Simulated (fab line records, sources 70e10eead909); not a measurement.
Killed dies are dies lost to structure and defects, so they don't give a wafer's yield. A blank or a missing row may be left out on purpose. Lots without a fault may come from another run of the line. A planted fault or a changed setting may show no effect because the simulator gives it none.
Chamber matching | flow nand_harc | NHARC_A_WL_FILL_ALD_10 on ald_hk-04: 4 sister chambers
The step deposits SiO2, target thk 50 nm, pulse time 10 s, ald cycles 500. 20 wafers are shown with their chamber, then 10 later ones without.

WAFERS WITH THEIR CHAMBER
wafer  | chamber | heater_power_w (W) | precursor_pulse_height_rel
L074.1 | 3       | 358                | 0.986
L074.3 | 1       | 477                | 0.993
L074.4 | 2       | 472                | 0.976
L074.5 | 1       | 481                | 1.009
L074.6 | 2       | 476                | 0.996
L074.2 | 0       | 460                | 1.031
L075.4 | 1       | 480                | 0.993
L075.1 | 3       | 351                | 1.017
L075.2 | 0       | 467                | 1.022
L077.1 | 0       | 454                | 0.984
L077.3 | 3       | 364                | 0.956
L077.4 | 2       | 465                | 1.007
L083.4 | 0       | 455                | 1.015
L083.2 | 3       | 357                | 1.041
L083.5 | 0       | 461                | 0.979
L088.3 | 1       | 478                | 0.991
L088.5 | 3       | 348                | 1.002
L088.6 | 2       | 484                | 0.976
L091.1 | 0       | 459                | 0.994
L091.3 | 3       | 330                | 0.999

SIGNATURES (means of the wafers above)
reading                    | chamber 0 | chamber 1 | chamber 2 | chamber 3 | scatter within a chamber
heater_power_w             | 459.33    | 479.00    | 474.25    | 351.33    | 7.95
precursor_pulse_height_rel | 1.00417   | 0.99650   | 0.98875   | 1.00017   | 0.0214
Rule: a wafer's distance from a chamber is the root of the sum, over the readings, of the square of ((its reading less the chamber's mean) divided by the reading's scatter). The wafer belongs to the nearest chamber; if the next one is less than 2 further off, it can't be placed. The scatter: the root of (the sum of the squares of (reading less its chamber's mean) over the shown wafers, divided by (wafers less chambers)).

WAFERS WITHOUT THEIR CHAMBER
wafer  | heater_power_w (W) | precursor_pulse_height_rel
L091.5 | 477                | 1.023
L090.4 | 477                | 1.031
L090.5 | 475                | 1.004
L090.6 | 488                | 0.991
L095.1 | 452                | 1.013
L095.3 | 459                | 0.985
L095.5 | 448                | 1.024
L096.2 | 466                | 0.995
L096.1 | 344                | 1.018
L096.5 | 466                | 0.963

WHICH CHAMBER EACH WENT THROUGH
wafer  | from the rows above          | in truth
L091.5 | can't be placed: 1 or 2 or 0 | 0
L090.4 | can't be placed: 1 or 2 or 0 | 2
L090.5 | can't be placed: 1 or 2 or 0 | 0
L090.6 | can't be placed: 1 or 2      | 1
L095.1 | 0                            | 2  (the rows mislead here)
L095.3 | can't be placed: 0 or 2 or 1 | 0
L095.5 | can't be placed: 0 or 2      | 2
L096.2 | can't be placed: 0 or 2 or 1 | 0
L096.1 | 3                            | 3
L096.5 | can't be placed: 2 or 0 or 1 | 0
Placed correctly: 1 of 10. Can't be placed from these rows: 8 (the true chamber is among the candidates in 8). Placed wrongly: 1.
